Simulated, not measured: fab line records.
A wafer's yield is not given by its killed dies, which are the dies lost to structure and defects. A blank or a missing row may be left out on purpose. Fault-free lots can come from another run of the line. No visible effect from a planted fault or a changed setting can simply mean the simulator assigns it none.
Chamber matching    flow nand_harc    NHARC_A_STAIRCASE_DESCUM_291 on rie_diel-09 has 4 sister chambers
The step chemistry O2, time 3 s. 8 wafers are shown with their chamber, then 7 later ones without.

WAFERS, EACH WITH ITS CHAMBER
wafer   chamber  drypump_motor_current_A (A)  showerhead_plenum_p_Torr (Torr)
L076.1  3        5.7                          1.80
L080.3  0        5.5                          1.87
L080.5  1        4.8                          1.99
L091.1  3        5.7                          1.79
L091.2  2        5.5                          1.91
L091.3  0        5.4                          1.87
L093.2  1        4.7                          1.98
L093.3  2        5.5                          1.90

WAFERS MISSING THEIR CHAMBER
wafer   drypump_motor_current_A (A)  showerhead_plenum_p_Torr (Torr)
L093.5  5.5                          1.86
L095.2  5.5                          1.86
L095.5  5.5                          1.86
L095.6  5.5                          1.90
L097.1  5.4                          1.86
L097.2  5.5                          1.90
L097.4  5.7                          1.79

WHICH CHAMBER EACH WENT THROUGH
wafer   from the rows above  in truth
L093.5  0                    0
L095.2  0                    0
L095.5  0                    0
L095.6  2                    2
L097.1  0                    0
L097.2  2                    2
L097.4  3                    3
Correctly placed: 7 of 7. Not placeable from these rows: 0. Number placed wrongly: 0.
How it was worked out, from the rows above alone: a wafer's distance from a chamber is the root of the sum, over the readings, of the square of ((its reading less the chamber's mean) divided by the reading's scatter). The wafer belongs to the nearest chamber; if the next one is less than 2 further off, it can't be placed. For every chamber, the mean is computed from those of its wafers that are shown. How the scatter is found: for the shown wafers, subtract from each reading the mean of its chamber, square and add these, divide the total by (wafers less chambers), then take the root.
